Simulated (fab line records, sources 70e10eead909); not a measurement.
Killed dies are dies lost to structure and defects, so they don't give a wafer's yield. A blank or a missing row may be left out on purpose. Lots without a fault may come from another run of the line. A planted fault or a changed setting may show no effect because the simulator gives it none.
fab line records | flow nand_harc
record lots=15 wafers=45 last_day=34
route steps=1302 shown A_STAIRCASE@884 A_SGD_CUT@900
lots that met no fault: from a run of the same line without faults
start_h: hours from the record's first day to the start of the lot's first wafer shown | wait_h: hours since the lot's step before | " the same as in the row above | L1.1+2: a row that stands for several wafers | - no value, or no start given | * or withheld: withheld | < > ~ a bound
route shown NAME@n: a module of which the file shows steps, and the number in the route of the first | usual: mean/standard deviation of fault-free wafers | same: alike in all rows | chamber/n: place in a boat | sites: the reading at each site | _std_site: their standard deviation | _edge_site: outer sites' mean less inner sites' | radius_mm: how far each site lies from the wafer's centre | mask NAME#n: copy n | behind: the tool/chamber that last shaped the wafer | hold: why the lot was held/for how many hours/how that ended | device: the transistor (n, p or np) that didn't switch | end of line: the same wafers' tests at the end of the route | a step without rows: its recipe alone | killed: dies lost to structure and defects at the first sort, not the wafer's yield | map: a wafer's dies, x killed, . not, _ none there
set.NAME: the setting as run; set.NAME@STEP: as run at that earlier step | model.NAME: the simulator's own value behind a step, which no gauge read
steps of the route over a sample of lots; a table a step, a row a wafer
services: from which hour (start_h, from the record's first day; less than 0 if before it) a tool's chamber was out of use, for how many hours, and why
## steps
# step NHARC_A_STAIRCASE_STRIP_475
# recipe time_s=20 o2_flow_sccm=500 ar_flow_sccm=0 bias_w=0 chemistry=O2
# usual drypump_motor_current_A=5.8/0.38 oes_product_au=0.998/0.014 rf_vpp_V=58.0/0.82 showerhead_plenum_p_Torr=3.57/0.16 throttle_valve_pct=17.036/0.0095
# same time_s=20
# columns lot.wafer tool chamber start_h wait_h drypump_motor_current_A oes_product_au rf_hours_counter_h rf_vpp_V showerhead_plenum_p_Torr throttle_valve_pct
L662.2 rie_diel-11 0 - - 5.6 0.992 1 57.3 3.67 17.027
L662.1 " 1 " " 5.5 0.971 1 58.3 3.78 17.032
L662.5 " 0 " " 5.7 0.991 - 58.6 3.67 17.031
L661.3 rie_diel-11 0 - - 5.7 0.981 1 58.5 3.67 17.029
L661.1 " 1 " " 5.4 0.975 1 58.6 3.78 17.052
L661.6 " 3 " " 6.1 1.008 - 57.7 3.52 17.040
L664.2 rie_diel-05 0 - - 6.6 1.026 19 58.9 3.40 17.024
L664.3 " 2 " " 6.2 1.019 20 57.3 3.32 17.032
L664.5 " 1 " " 6.1 0.993 - 60.2 3.73 17.040
L666.3 rie_diel-10 0 - - 5.7 0.988 22 58.5 3.49 17.044
L666.5 " 2 " " 5.7 1.008 - 56.9 3.47 17.038
L666.6 " 3 " " 5.9 1.003 - 57.1 3.79 17.029
L669.2 rie_diel-10 1 - - 5.2 0.995 19 57.8 3.57 17.039
L669.3 " 2 " " 5.7 0.994 35 58.4 3.47 17.031
L669.5 " 1 " " 5.2 0.986 - 57.5 3.57 17.036
L670.4 rie_diel-05 0 - - 6.7 1.031 36 58.8 3.39 17.032
L670.2 " 1 " " 6.0 1.004 35 58.1 3.72 17.036
L670.1 " 2 " " 6.2 1.023 38 58.0 3.31 17.045
L671.2 rie_diel-05 2 - - 6.2 1.006 38 57.3 3.31 17.033
L671.5 " 0 " " 6.7 1.020 - 59.1 3.39 17.037
L671.6 " 1 " " 6.1 0.992 - 60.3 3.72 17.036
L673.3 rie_diel-10 3 - - 5.9 1.006 52 57.5 3.78 17.044
L673.6 " 2 " " 5.7 1.018 - 59.5 3.46 17.027
L673.5 " 3 " " 5.9 1.006 - 58.3 3.78 17.045
L674.3 rie_diel-10 3 - - 5.9 1.015 59 58.7 3.77 17.043
L674.1 " 1 " " 5.2 1.000 40 57.6 3.56 17.039
L674.6 " 0 " " 5.6 0.987 - 57.7 3.47 17.059
L677.3 rie_diel-11 0 - - 5.6 0.981 43 57.6 3.65 17.058
L677.5 " 0 " " 5.6 0.994 - 57.7 3.65 17.041
L677.6 " 1 " " 5.4 0.980 - 57.9 3.75 17.043
L676.4 rie_diel-10 1 - - 5.2 1.003 45 58.2 3.56 17.037
L676.2 " 2 " " 5.7 0.975 63 57.3 3.45 17.041
L676.5 " 0 " " 5.7 0.996 - 57.2 3.47 17.023
L679.3 rie_diel-05 0 - - 6.6 1.009 4 57.7 3.38 17.025
L679.1 " 2 " " 6.1 1.000 3 58.1 3.30 17.043
L679.4 " 3 " " 5.9 1.008 3 59.6 3.81 17.028
L681.4 rie_diel-11 0 - - 5.6 0.992 5 56.4 3.64 17.037
L681.3 " 1 " " 5.4 1.003 4 57.6 3.74 17.029
L681.2 " 2 " " 6.1 0.996 4 58.8 3.71 17.038
L682.1 rie_diel-11 3 654.84 0.2 6.1 1.005 14 56.3 3.48 17.030
L682.2 " 1 " " 5.4 0.985 11 57.7 3.74 17.020
L682.5 " 0 " " 5.6 0.987 - 58.0 3.63 17.037
L683.4 rie_diel-05 0 - - 6.7 0.997 20 56.9 3.37 17.017
L683.1 " 2 " " 6.1 1.006 20 57.7 3.29 17.038
L683.6 " 3 " " 5.9 1.011 - 57.8 3.80 17.033
# step NHARC_A_SGD_CUT_DEVELOP_08
# recipe develop_time_s=35 dev_temp_c=23
# usual chill_plate_temp_C=23.00/0.12 develop_time_s=35/0
# columns lot.wafer tool chamber start_h wait_h chill_plate_temp_C develop_time_s
L662.1 litho_track-01 0 448 - 22.99 35
L662.2 " 0 " " 23.26 35
L662.5 " 0 " " 22.95 35
L661.1 litho_track-04 0 449 - 23.14 35
L661.3 " 0 " " 23.10 35
L661.6 " 0 " " 23.11 35
L664.2 litho_track-01 0 467 - 22.80 35
L664.3 " 0 " " 22.88 35
L664.5 " 0 " " 22.81 35
L666.3 litho_track-01 0 485 - 22.90 35
L666.5 " 0 " " 22.96 35
L666.6 " 0 " " 23.10 35
L669.2 litho_track-01 0 520 - 22.95 35
L669.3 " 0 " " 23.14 35
L669.5 " 0 " " 23.02 35
L670.1 litho_track-04 - 532 - - -
L670.2 " - " " - -
L670.4 " - " " - -
L671.2 litho_track-04 - 532 - - -
L671.5 " - " " - -
L671.6 " - " " - -
L673.3 litho_track-01 - 554 - - -
L673.5 " - " " - -
L673.6 " - " " - -
L674.1 litho_track-06 0 587 - 23.37 35
L674.3 " 0 " " 23.26 35
L674.6 " 0 " " 23.23 35
L677.3 litho_track-01 0 587 - 22.94 35
L677.5 " 0 " " 23.08 35
L677.6 " 0 " " 22.89 35
L676.2 litho_track-04 0 595 - 23.09 35
L676.4 " 0 " " 23.25 35
L676.5 " 0 " " 23.16 35
L679.1 litho_track-01 0 603 - 22.98 35
L679.3 " 0 " " 22.78 35
L679.4 " 0 " " 22.99 35
L681.2 litho_track-01 0 632 - 23.02 35
L681.3 " 0 " " 23.08 35
L681.4 " 0 " " 23.16 35
L682.1 litho_track-04 0 656 - 22.85 35
L682.2 " 0 " " 22.84 35
L682.5 " 0 " " 22.83 35
L683.1 litho_track-04 0 660 - 23.01 35
L683.4 " 0 " " 22.86 35
L683.6 " 0 " " 22.96 35
# step NHARC_A_SGD_CUT_ETCH_58
# recipe target_depth_a=390 over_etch_frac=0.3 time_s=65 ion_energy_ev=80 cf4_flow_sccm=150 ar_flow_sccm=0 rf_w=300 bias_w=100 chemistry=CF4
# usual drypump_motor_current_A=5.8/0.46 oes_product_au=0.999/0.014 rf_vpp_V=151.0/1.3 showerhead_plenum_p_Torr=1.76/0.065 throttle_valve_pct=13.284/0.0094
# same time_s=65
# columns lot.wafer tool chamber start_h wait_h drypump_motor_current_A oes_product_au rf_hours_counter_h rf_vpp_V showerhead_plenum_p_Torr throttle_valve_pct
L662.1 rie_diel-04 1 448.82 0.1 6.4 1.013 7 153.0 1.85 13.276
L662.2 " 3 " " 6.5 1.002 6 150.7 1.75 13.273
L662.5 " 0 " " 6.0 0.991 - 149.3 1.66 13.280
L661.1 rie_diel-09 3 449.75 0.1 5.5 0.977 6 150.2 1.74 13.274
L661.3 " 0 " " 6.5 0.997 6 148.9 1.65 13.287
L661.6 " 2 " " 4.8 0.987 - 150.7 1.77 13.281
L664.2 rie_diel-08 2 467.68 0.1 6.3 0.997 8 149.5 1.69 13.275
L664.3 " 0 " " 5.8 0.998 7 151.3 1.80 13.279
L664.5 " 0 " " 5.8 0.992 - 151.4 1.80 13.289
L666.3 rie_diel-08 3 486.10 0.1 5.9 1.011 9 153.5 1.87 13.286
L666.6 " 3 " " 5.9 1.005 - 151.4 1.87 13.267
L666.5 " 0 " " 5.8 1.010 - 152.3 1.80 13.297
L669.3 rie_diel-08 0 520.45 0.1 5.8 0.989 11 151.8 1.80 13.287
L669.2 " 1 " " 5.6 0.981 12 152.8 1.74 13.285
L669.5 " 0 " " 5.8 0.986 - 151.0 1.80 13.281
L670.4 rie_diel-08 0 532.40 0.1 5.8 0.993 13 152.1 1.80 13.274
L670.2 " 2 " " 6.3 0.993 14 151.5 1.69 13.291
L670.1 " 3 " " 5.9 1.015 13 152.6 1.87 13.299
L671.2 rie_diel-09 3 532.70 0.1 5.5 0.991 1 151.8 1.74 13.287
L671.5 " 1 " " 5.4 1.016 - 151.7 1.79 13.293
L671.6 " 2 " " 4.8 1.011 - 149.9 1.77 13.295
L673.3 rie_diel-08 2 555.26 0.1 6.3 0.987 0 149.4 1.69 13.291
L673.5 " 0 " " 5.8 0.994 - 151.0 1.80 13.275
L673.6 " 1 " " 5.7 0.967 - 149.6 1.74 13.301
L674.1 rie_diel-08 3 588.07 0.1 5.9 1.017 2 151.5 1.87 13.293
L674.3 " 1 " " 5.7 0.973 2 151.5 1.74 13.279
L674.6 " 2 " " 6.3 0.989 - 149.4 1.69 13.297
L677.3 rie_diel-09 2 588.25 0.1 4.8 1.011 3 149.7 1.77 13.285
L677.6 " 1 " " 5.4 1.013 - 150.6 1.79 13.294
L677.5 " 2 " " 4.8 1.009 - 151.2 1.77 13.282
L676.4 rie_diel-08 1 596.22 0.1 5.7 0.979 3 152.7 1.74 13.289
L676.2 " 2 " " 6.3 0.994 3 149.8 1.69 13.293
L676.5 " 2 " " 6.3 0.992 - 149.6 1.69 13.285
L679.1 rie_diel-08 0 603.84 0.1 5.8 1.007 3 150.3 1.80 13.295
L679.3 " 1 " " 5.6 0.974 3 152.1 1.74 13.269
L679.4 " 3 " " 5.9 1.022 3 151.8 1.87 13.274
L681.2 rie_diel-08 2 632.80 0.1 6.3 0.991 5 151.2 1.69 13.280
L681.3 " 3 " " 5.9 1.019 5 152.0 1.87 13.282
L681.4 " 0 " " 5.8 0.992 5 152.0 1.80 13.275
L682.2 rie_diel-08 2 656.62 0.1 6.3 1.011 7 149.3 1.69 13.275
L682.1 " 1 " " 5.7 0.953 6 151.7 1.74 13.287
L682.5 " 3 " " 5.9 1.032 - 151.5 1.87 13.287
L683.4 rie_diel-08 3 660.85 0.1 5.9 1.031 7 154.3 1.87 13.283
L683.1 " 0 " " 5.8 1.000 7 152.0 1.80 13.281
L683.6 " 3 " " 5.9 1.021 - 152.2 1.87 13.280
# step NHARC_A_SGD_CUT_ETCH_15
# recipe target_depth_a=750 time_s=64.3 ch3f_flow_sccm=50 o2_flow_sccm=30 ar_flow_sccm=200 rf_w=500 bias_w=100 chemistry=CH3F/O2
# usual drypump_motor_current_A=5.9/0.46 oes_product_au=0.960/0.022 rf_vpp_V=263.7/1.8 showerhead_plenum_p_Torr=2.45/0.096 throttle_valve_pct=20.663/0.0081
# same time_s=64.3
# columns lot.wafer tool chamber start_h wait_h drypump_motor_current_A oes_product_au rf_hours_counter_h rf_vpp_V showerhead_plenum_p_Torr throttle_valve_pct
L662.1 rie_diel-04 1 - - 6.4 0.960 7 265.6 2.58 20.660
L662.2 " 3 " " 6.5 0.940 6 264.2 2.42 20.667
L662.5 " 0 " " 6.0 0.935 - 261.7 2.30 20.672
L661.1 rie_diel-09 3 - - 5.5 0.972 6 262.6 2.42 20.659
L661.3 " 0 " " 6.5 0.956 6 262.3 2.29 20.666
L661.6 " 2 " " 4.8 0.973 - 261.8 2.46 20.665
L664.3 rie_diel-08 3 - - 5.9 0.975 7 265.8 2.61 20.662
L664.2 " 0 " " 5.8 0.963 7 265.7 2.51 20.670
L664.5 " 2 " " 6.3 0.960 - 260.9 2.35 20.669
L666.3 rie_diel-08 1 - - 5.7 0.959 10 262.8 2.42 20.671
L666.5 " 2 " " 6.3 0.968 - 260.8 2.35 20.665
L666.6 " 3 " " 5.9 0.970 - 266.7 2.61 20.651
L669.2 rie_diel-08 3 - - 5.9 0.982 12 265.0 2.61 20.666
L669.3 " 1 " " 5.6 0.939 13 263.5 2.42 20.651
L669.5 " 2 " " 6.3 0.946 - 262.3 2.35 20.661
L670.1 rie_diel-08 0 - - 5.8 0.954 13 264.4 2.51 20.667
L670.4 " 1 " " 5.7 0.938 14 263.6 2.42 20.653
L670.2 " 3 " " 5.9 0.986 13 266.5 2.61 20.669
L671.2 rie_diel-09 0 - - 6.4 0.960 1 261.1 2.29 20.674
L671.6 " 3 " " 5.6 0.953 - 263.6 2.42 20.677
L671.5 " 0 " " 6.5 0.958 - 261.8 2.29 20.662
L673.3 rie_diel-08 2 - - 6.3 0.958 0 262.7 2.34 20.647
L673.5 " 2 " " 6.3 0.961 - 262.0 2.35 20.668
L673.6 " 3 " " 5.9 1.016 - 265.3 2.61 20.681
L674.3 rie_diel-08 3 - - 5.9 0.997 2 267.4 2.61 20.660
L674.1 " 0 " " 5.8 0.996 2 265.2 2.50 20.668
L674.6 " 1 " " 5.7 0.945 - 263.4 2.42 20.671
L677.3 rie_diel-09 2 - - 4.8 0.965 4 264.3 2.46 20.663
L677.6 " 1 " " 5.4 0.968 - 265.4 2.49 20.651
L677.5 " 2 " " 4.8 0.963 - 263.2 2.46 20.660
L676.2 rie_diel-08 1 - - 5.7 0.934 3 261.3 2.42 20.658
L676.4 " 3 " " 5.9 0.990 3 267.4 2.60 20.655
L676.5 " 1 " " 5.7 0.940 - 262.9 2.42 20.655
L679.4 rie_diel-08 1 - - 5.7 0.894 4 263.1 2.42 20.684
L679.1 " 2 " " 6.3 0.910 4 261.2 2.34 20.672
L679.3 " 3 " " 5.9 0.924 3 265.8 2.60 20.676
L681.3 rie_diel-08 3 - - 5.9 0.972 5 266.5 2.60 20.673
L681.2 " 1 " " 5.7 0.937 5 263.3 2.42 20.669
L681.4 " 2 " " 6.3 0.962 6 261.0 2.34 20.667
L682.2 rie_diel-08 3 - - 5.9 0.980 7 266.5 2.60 20.663
L682.1 " 0 " " 5.8 0.964 7 263.4 2.50 20.675
L682.5 " 2 " " 6.3 0.977 - 261.0 2.34 20.667
L683.1 rie_diel-08 2 - - 6.3 0.985 8 261.6 2.34 20.674
L683.4 " 0 " " 5.8 0.964 7 264.9 2.50 20.660
L683.6 " 2 " " 6.3 0.989 - 262.2 2.34 20.658
## services
# columns tool chamber start_h hours kind
rie_diel-10 1 432.20 13.8 repair
rie_diel-11 - 432.57 9.0 pm
rie_diel-08 3 438.95 5.7 repair
rie_diel-08 0 440.41 13.3 repair
rie_diel-08 1 455.01 16.4 repair
rie_diel-09 - 497.10 9.0 pm
litho_track-01 - 505.00 7.0 pm
rie_diel-11 0 520.39 3.2 repair
rie_diel-08 2 524.54 2.7 repair
rie_diel-08 - 544.83 9.0 pm
litho_track-04 - 553.00 7.0 pm
rie_diel-09 - 560.14 0.2 repair
rie_diel-05 - 585.43 9.0 pm
rie_diel-10 - 596.86 9.0 pm
rie_diel-11 - 609.89 9.0 pm
rie_diel-08 0 613.20 2.5 repair
rie_diel-09 - 613.93 0.1 repair
rie_diel-09 2 615.66 3.9 repair
rie_diel-09 0 621.43 15.2 repair
rie_diel-05 1 624.74 4.2 repair
rie_diel-11 - 640.23 0.9 repair
rie_diel-08 2 644.71 5.8 repair
rie_diel-09 1 648.29 4.8 repair
rie_diel-08 1 652.25 2.2 repair
## key
first_sign step=NHARC_A_SGD_CUT_DEVELOP_08 reading=tool_record direction=missing
effect none on later readings
met_at NHARC_A_SGD_CUT_DEVELOP_08
struck_lots L670,L671,L673
later_rows_left_out L670.1,L670.2,L670.4,L671.2,L671.5,L671.6,L673.3,L673.5,L673.6
sort_left_out L670.1,L670.2,L670.4,L671.2,L671.5,L671.6,L673.3,L673.5,L673.6
tester_left_out L670,L671,L673
not_acting_at NHARC_A_STAIRCASE_STRIP_475,NHARC_A_SGD_CUT_ETCH_58,NHARC_A_SGD_CUT_ETCH_15
onset_between 520 532
fault kind=skipped_step_whole tool=litho_track-01,litho_track-04 chamber=- onset_h=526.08 steps=NHARC_A_SGD_CUT_DEVELOP_08 scope=struck_lots_only
# tester_left_out: of these lots the tester's yield and bins aren't shown, on N5 and GAA mostly nor the transistor test; their killed dies are dies lost to structure and defects alone, not to doping, threshold or leakage, so they don't give the yield
# sort_left_out: the simulated sort isn't trusted on such a fault, so these wafers' sort isn't shown, and their yield isn't known
# later_rows_left_out: the simulator's readings of these wafers behind a module that went badly wrong aren't trusted and aren't shown, but for the sort
